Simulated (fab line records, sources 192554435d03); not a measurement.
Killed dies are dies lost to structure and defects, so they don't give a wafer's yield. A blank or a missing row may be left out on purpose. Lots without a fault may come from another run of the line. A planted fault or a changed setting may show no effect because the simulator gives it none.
Chamber matching | flow n5_finfet | N5_BEOL_M15_VIA_ETCH_16 on rie_diel-06: 4 sister chambers
The step etches SiO2 in C4F8/O2/Ar, target depth 1792.2 nm. 4 wafers are shown with their chamber, then 8 later ones without.

WAFERS WITH THEIR CHAMBER
wafer  | chamber | showerhead_plenum_p_Torr (Torr)
L079.6 | 1       | 3.48
L080.3 | 3       | 3.50
L083.6 | 0       | 3.30
L084.1 | 2       | 3.29

WAFERS WITHOUT THEIR CHAMBER
wafer  | showerhead_plenum_p_Torr (Torr)
L084.2 | 3.47
L084.4 | 3.49
L092.1 | 3.48
L092.3 | 3.29
L092.6 | 3.29
L097.3 | 3.48
L097.4 | 3.48
L097.6 | 3.28

WHICH CHAMBER EACH WENT THROUGH
wafer  | from the rows above     | in truth
L084.2 | 1                       | 1
L084.4 | can't be placed: 3 or 1 | 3
L092.1 | 1                       | 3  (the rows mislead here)
L092.3 | can't be placed: 2 or 0 | 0
L092.6 | can't be placed: 2 or 0 | 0
L097.3 | 1                       | 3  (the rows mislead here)
L097.4 | 1                       | 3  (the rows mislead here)
L097.6 | can't be placed: 2 or 0 | 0
Placed correctly: 1 of 8. Can't be placed from these rows: 4 (the true chamber is among the candidates in 4). Placed wrongly: 3.
How it was worked out, from the rows above alone: a wafer's distance from a chamber is the root of the sum, over the readings, of the square of ((its reading less the chamber's mean) divided by the reading's scatter). The wafer belongs to the nearest chamber; if the next one is less than 2 further off, it can't be placed. A chamber's mean is the mean of its shown wafers. The scatter: with one shown wafer a chamber, the root of the mean of the squares of how far each hidden wafer lies from its nearest shown one.
